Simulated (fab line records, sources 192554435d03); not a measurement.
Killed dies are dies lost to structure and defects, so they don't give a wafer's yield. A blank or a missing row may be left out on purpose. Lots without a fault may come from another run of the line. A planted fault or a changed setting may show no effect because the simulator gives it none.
Chamber matching | flow n5_finfet | N5_BEOL_M0_STRIP_142 on rie_diel-05: 4 sister chambers
The step strips in N2/H2, time 10 s. 8 wafers are shown with their chamber, then 8 later ones without.

WAFERS WITH THEIR CHAMBER
wafer  | chamber | showerhead_plenum_p_Torr (Torr) | drypump_motor_current_A (A)
L079.3 | 1       | 2.49                            | 5.5
L082.1 | 0       | 2.40                            | 6.1
L084.4 | 0       | 2.40                            | 6.1
L085.4 | 2       | 2.63                            | 6.2
L089.1 | 3       | 2.40                            | 6.1
L089.5 | 1       | 2.48                            | 5.5
L089.6 | 2       | 2.63                            | 6.1
L088.1 | 3       | 2.40                            | 6.1

WAFERS WITHOUT THEIR CHAMBER
wafer  | showerhead_plenum_p_Torr (Torr) | drypump_motor_current_A (A)
L088.3 | 2.48                            | 5.5
L088.5 | 2.48                            | 5.5
L095.2 | 2.62                            | 6.1
L095.3 | 2.70                            | 6.1
L095.6 | 2.71                            | 6.1
L097.1 | 2.39                            | 6.1
L097.3 | 2.62                            | 6.1
L097.6 | 2.62                            | 6.1

WHICH CHAMBER EACH WENT THROUGH
wafer  | from the rows above     | in truth
L088.3 | 1                       | 1
L088.5 | 1                       | 1
L095.2 | 2                       | 2
L095.3 | 2                       | 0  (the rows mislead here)
L095.6 | 2                       | 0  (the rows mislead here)
L097.1 | can't be placed: 0 or 3 | 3
L097.3 | 2                       | 2
L097.6 | 2                       | 2
Placed correctly: 5 of 8. Can't be placed from these rows: 1 (the true chamber is among the candidates in 1). Placed wrongly: 2.
How it was worked out, from the rows above alone: a wafer's distance from a chamber is the root of the sum, over the readings, of the square of ((its reading less the chamber's mean) divided by the reading's scatter). The wafer belongs to the nearest chamber; if the next one is less than 2 further off, it can't be placed. A chamber's mean is the mean of its shown wafers. The scatter: the root of (the sum of the squares of (reading less its chamber's mean) over the shown wafers, divided by (wafers less chambers)).
